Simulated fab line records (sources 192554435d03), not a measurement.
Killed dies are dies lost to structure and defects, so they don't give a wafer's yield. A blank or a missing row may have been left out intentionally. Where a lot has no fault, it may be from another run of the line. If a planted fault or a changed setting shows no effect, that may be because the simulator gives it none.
What tool caused it? | flow n5_finfet | 11 lots, 33 wafers sampled, at 5 steps of a route of 1938

## WHAT EACH GAUGE READ, for each wafer
N5_BEOL_M9_THK_MEAS_01. Usual: for M9_ILD_THK the level is 268 nm and the standard deviation is 3.
lot  | measured     | on            | M9_ILD_THK (nm) | flag
L429 | day 11 01:34 | film_metro-02 | 266 270 270     |
L431 | day 11 02:50 | film_metro-02 | 262 265 269     |
L428 | day 11 03:19 | film_metro-02 | 264 264 272     |
L432 | day 12 03:53 | film_metro-01 | 270 270 268     |
L433 | day 12 06:51 | film_metro-01 | 264 267 270     |
L438 | day 14 16:52 | film_metro-02 | 265 269 270     |
L435 | day 15 08:21 | film_metro-01 | 260 269 265     |
L445 | day 16 10:41 | film_metro-01 | 227 229 270     | OFF
L444 | day 16 12:31 | film_metro-02 | 270 266 271     |
L446 | day 16 17:48 | film_metro-01 | 268 268 269     |
L447 | day 17 06:35 | film_metro-01 | 273 274 271     |

N5_BEOL_M9_CD_MEAS_11: the cd target is 64.1 nm. Usual: cd_nm at 64.1 nm, with a standard deviation of 0.42.
lot  | measured     | on        | cd_nm (nm)     | flag
L429 | day 11 02:13 | cd_sem-03 | 64.0 64.2 63.4 |
L431 | day 11 03:25 | cd_sem-02 | 64.0 64.2 64.3 |
L428 | day 11 03:53 | cd_sem-02 | 64.8 64.6 64.2 |
L432 | day 12 04:43 | cd_sem-01 | 64.1 63.6 63.7 |
L433 | day 12 07:31 | cd_sem-02 | 64.3 63.5 63.8 |
L438 | day 14 19:15 | cd_sem-03 | 64.1 63.9 64.6 |
L435 | day 15 09:42 | cd_sem-02 | 64.0 64.3 63.9 |
L445 | day 16 11:23 | cd_sem-01 | 64.0 63.7 63.2 |
L444 | day 16 13:58 | cd_sem-01 | 64.0 64.6 64.6 |
L446 | day 16 19:12 | cd_sem-01 | 64.3 64.3 63.8 |
L447 | day 17 07:52 | cd_sem-03 | 63.5 63.6 64.3 |

## WHICH TOOL RAN EACH LOT (tool, then ch and the chambers of the sampled wafers, then the start)
lot  | N5_BEOL_M8_ANNEAL_51             | N5_BEOL_M9_ILD_DEP_00           | N5_BEOL_M9_HM_DEP_02
L429 | rtp_anneal-01 ch 0, day 10 23:09 | pecvd-02 ch 1,2, day 10 23:54   | pvd_sputter-03, day 11 01:44
L431 | rtp_anneal-02 ch 0, day 11 00:12 | pecvd-02 ch 0,2, day 11 00:59   | pvd_sputter-03, day 11 02:55
L428 | rtp_anneal-02 ch 0, day 11 01:15 | pecvd-02 ch 0,1, day 11 02:02   | pvd_sputter-03, day 11 03:31
L432 | rtp_anneal-01 ch 0, day 12 02:14 | pecvd-01 ch 0,1, day 12 03:18   | pvd_sputter-03, day 12 04:14
L433 | rtp_anneal-02 ch 0, day 12 05:31 | pecvd-01 ch 0,1, day 12 06:16   | pvd_sputter-03, day 12 07:01
L438 | rtp_anneal-01 ch 0, day 14 15:32 | pecvd-02 ch 0,1, day 14 16:17   | pvd_sputter-03, day 14 18:53
L435 | rtp_anneal-02 ch 0, day 15 06:35 | pecvd-02 ch 0,2, day 15 07:17   | pvd_sputter-01, day 15 09:12
L445 | rtp_anneal-02 ch 0, day 16 09:23 | pecvd-02 ch 0,2, day 16 10:05   | pvd_sputter-01, day 16 10:53
L444 | rtp_anneal-02 ch 0, day 16 10:38 | pecvd-01 ch 0,1, day 16 11:26   | pvd_sputter-01, day 16 13:36
L446 | rtp_anneal-02 ch 0, day 16 15:37 | pecvd-01 ch 0,1,2, day 16 16:26 | pvd_sputter-02, day 16 18:43
L447 | rtp_anneal-01 ch 0, day 17 05:09 | pecvd-01 ch 0,1,2, day 17 05:51 | pvd_sputter-03, day 17 07:29
- N5_BEOL_M8_ANNEAL_51: time 90 s.
- N5_BEOL_M9_ILD_DEP_00: deposits SiCOH lowk from DEMS/porogen, target thk 308.51 nm, time 58 s.
- N5_BEOL_M9_HM_DEP_02: deposits TiN, target thk 20 nm.

## AS READ BY THE TOOLS THEMSELVES (means over the sampled wafers that have a number; for cases with no such wafer, the mark the record gives instead)
N5_BEOL_M8_ANNEAL_51. Usual: wafer_temp_C_max at 226.1, with a standard deviation of 0.33.
lot  | tool          | wafer_temp_C_max | flag
L429 | rtp_anneal-01 | 226.1            |
L431 | rtp_anneal-02 | 226.2            |
L428 | rtp_anneal-02 | 226.5            |
L432 | rtp_anneal-01 | 225.8            |
L433 | rtp_anneal-02 | 226.2            |
L438 | rtp_anneal-01 | 225.9            |
L435 | rtp_anneal-02 | 226.4            |
L445 | rtp_anneal-02 | 226.4            |
L444 | rtp_anneal-02 | 226.5            |
L446 | rtp_anneal-02 | 226.3            |
L447 | rtp_anneal-01 | 225.8            |

N5_BEOL_M9_ILD_DEP_00. Usual: heater_power_w 317 W, standard deviation 46; run_length_s 101.0 s, standard deviation 0.42; showerhead_plenum_p_Torr 5.747 Torr, standard deviation 0.017; showerhead_vpp_V 1438 V, standard deviation 79; throttle_valve_pct 14.0 %, standard deviation 0.91.
lot  | tool     | heater_power_w (W) | run_length_s (s) | showerhead_plenum_p_Torr (Torr) | showerhead_vpp_V (V) | throttle_valve_pct (%) | flag
L429 | pecvd-02 | 355                | 101.1            | 5.763                           | 1465                 | 13.7                   |
L431 | pecvd-02 | 356                | 101.1            | 5.743                           | 1496                 | 13.8                   |
L428 | pecvd-02 | 281                | 101.1            | 5.751                           | 1481                 | 15.0                   |
L432 | pecvd-01 | 362                | 101.6            | 5.749                           | 1417                 | 14.5                   |
L433 | pecvd-01 | 344                | 101.5            | 5.750                           | 1428                 | 14.0                   |
L438 | pecvd-02 | 297                | 100.9            | 5.740                           | 1511                 | 14.7                   |
L435 | pecvd-02 | 328                | 100.9            | 5.727                           | 1536                 | 14.2                   |
L445 | pecvd-02 | 321                | 95.7             | 5.723                           | 1547                 | 14.3                   | OFF
L444 | pecvd-01 | 340                | 101.2            | 5.764                           | 1416                 | 14.7                   |
L446 | pecvd-01 | 327                | 100.9            | 5.756                           | 1411                 | 13.9                   |
L447 | pecvd-01 | 337                | 101.1            | 5.758                           | 1425                 | 13.9                   |

N5_BEOL_M9_HM_DEP_02. Usual: throttle_valve_pct at 30.1 %, with a standard deviation of 1.2.
lot  | tool           | throttle_valve_pct (%) | flag
L429 | pvd_sputter-03 | 30.2                   |
L431 | pvd_sputter-03 | 30.1                   |
L428 | pvd_sputter-03 | 29.8                   |
L432 | pvd_sputter-03 | 30.4                   |
L433 | pvd_sputter-03 | 30.8                   |
L438 | pvd_sputter-03 | 30.1                   |
L435 | pvd_sputter-01 | 29.9                   |
L445 | pvd_sputter-01 | 29.1                   |
L444 | pvd_sputter-01 | 30.4                   |
L446 | pvd_sputter-02 | 29.9                   |
L447 | pvd_sputter-03 | 30.7                   |

## THE ANSWER, worked out from the rows above alone
Rule: a lot is off if the mean of its wafers that have a number lies more than 3 standard deviations from the usual mean. A lot without any number at a reading at which 4 lots or more have one is off too. All remaining lots with rows at the step are treated as sound. First the gauges in route order, then the tools' own readings, where a lot's mean is used as printed above. At the first step where some lot is off, the reading lying furthest off is the one used; lots without a number count as furthest.
Off: at N5_BEOL_M9_THK_MEAS_01 (M9_ILD_THK), L445.
A tool fits if, at a process step before that reading, it ran every lot that is off, and no sound lot after the first of them. The gauges at N5_BEOL_M9_THK_MEAS_01 aren't tried: what is off there is off at N5_BEOL_M9_ILD_DEP_00 too, on other tools, and a gauge's error can't cause that. One fits: N5_BEOL_M9_ILD_DEP_00 on pecvd-02. Its last sound lot is L435 (day 15 07:17), its first lot that is off L445 (day 16 10:05): a fault that began between those two fits.
The tool's own readings at N5_BEOL_M9_ILD_DEP_00 bear it out: on the lots that are off they differ by more than 5 times the standard deviation of the sound lots' means. run_length_s reads 95.7 s there against 101.1 s on the sound lots.

## WHAT HAD BEEN PUT IN BY THE SIMULATOR
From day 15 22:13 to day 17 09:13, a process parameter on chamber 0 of pecvd-02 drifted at N5_BEOL_M9_ILD_DEP_00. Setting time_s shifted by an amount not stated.
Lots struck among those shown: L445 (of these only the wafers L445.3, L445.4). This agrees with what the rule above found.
